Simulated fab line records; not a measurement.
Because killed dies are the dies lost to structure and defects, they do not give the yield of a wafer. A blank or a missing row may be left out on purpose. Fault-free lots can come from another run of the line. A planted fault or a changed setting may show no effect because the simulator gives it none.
Which of the tools did it? / flow nandHarc / 27 wafers from 9 lots sampled at 2 of the route's 1302 steps

WHAT THE GAUGES READ, wafer by wafer
NHARC_A_CHANNEL_HOLE_D2_CD_MEAS_10 targets a cd of 100 nm.
lot=L207; measured=day 13 01:32; on=cdSem-03; cdNm (nm)=100.0 99.8 100.0
lot=L209; measured=day 14 04:41; on=cdSem-03; cdNm (nm)=99.7 100.0 99.4
lot=L211; measured=day 15 07:48; on=cdSem-01; cdNm (nm)=99.8 99.3 99.4
lot=L213; measured=day 15 08:02; on=cdSem-03; cdNm (nm)=99.7 100.0 100.5
lot=L216; measured=day 18 02:59; on=cdSem-03; cdNm (nm)=100.6 100.6 100.4
lot=L218; measured=day 18 03:16; on=cdSem-03; cdNm (nm)=99.0 100.0 99.6
lot=L223; measured=day 20 05:54; on=cdSem-02; cdNm (nm)=118.3 118.5 118.1 118.0 118.9 118.6
lot=L224; measured=day 20 20:10; on=cdSem-03; cdNm (nm)=117.8 118.5 118.3 117.8 118.9 118.2
lot=L225; measured=day 21 16:20; on=cdSem-03; cdNm (nm)=118.6 119.1 118.6 118.6 118.8 118.8

TOOL THAT RAN EACH LOT (tool first, then ch and the chambers of the sampled wafers, then the start)
lot=L207; NHARC_A_CHANNEL_HOLE_D2_PEB_08=lithoTrack-06 ch 0, day 13 01:28
lot=L209; NHARC_A_CHANNEL_HOLE_D2_PEB_08=lithoTrack-06 ch 0, day 14 04:37
lot=L211; NHARC_A_CHANNEL_HOLE_D2_PEB_08=lithoTrack-04 ch 0, day 15 07:43
lot=L213; NHARC_A_CHANNEL_HOLE_D2_PEB_08=lithoTrack-06 ch 0, day 15 07:58
lot=L216; NHARC_A_CHANNEL_HOLE_D2_PEB_08=lithoTrack-06 ch 0, day 18 02:55
lot=L218; NHARC_A_CHANNEL_HOLE_D2_PEB_08=lithoTrack-04 ch 0, day 18 03:11
lot=L223; NHARC_A_CHANNEL_HOLE_D2_PEB_08=lithoTrack-06 ch 0, day 20 05:49
lot=L224; NHARC_A_CHANNEL_HOLE_D2_PEB_08=lithoTrack-06 ch 0, day 20 20:05
lot=L225; NHARC_A_CHANNEL_HOLE_D2_PEB_08=lithoTrack-06 ch 0, day 21 16:16
- NHARC_A_CHANNEL_HOLE_D2_PEB_08: peb time 65 s.

THE ANSWER, worked out from the rows above alone
Rule: the lots themselves supply what counts as usual. Put in order of their means at a reading, lots are off if they are a third of the lots or fewer, leave a main group of 4 or more, and stand apart from it by a gap of 3 or more times the standard deviation of the main group's means; of several such gaps the widest counts. The tables above print the reading to a certain number of digits; a main group whose means all agree to those digits is not used. Also off: a lot with no number at a reading for which 4 or more lots have one. Any other lot the step has rows for is counted as sound.
Off at NHARC_A_CHANNEL_HOLE_D2_CD_MEAS_10 (cdNm): L223, L224, L225. The main group: mean 99.9 nm, standard deviation 0.36.
A tool fits if, at a process step before that reading, it ran every lot that is off, and no sound lot after the first of them. Those tools and the gauges at NHARC_A_CHANNEL_HOLE_D2_CD_MEAS_10 are tried in the same way. One candidate fits, namely lithoTrack-06 at NHARC_A_CHANNEL_HOLE_D2_PEB_08. A fault onset in the window from L216 (day 18 02:55, its last sound lot) to L223 (day 20 05:49, its first lot off) fits.

WHAT THE SIMULATOR PUT IN
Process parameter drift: lithoTrack-06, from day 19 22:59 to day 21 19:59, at NHARC_A_CHANNEL_HOLE_D2_PEB_08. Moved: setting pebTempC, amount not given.
Lots struck among those shown: L223, L224, L225. Same finding as the rule above.
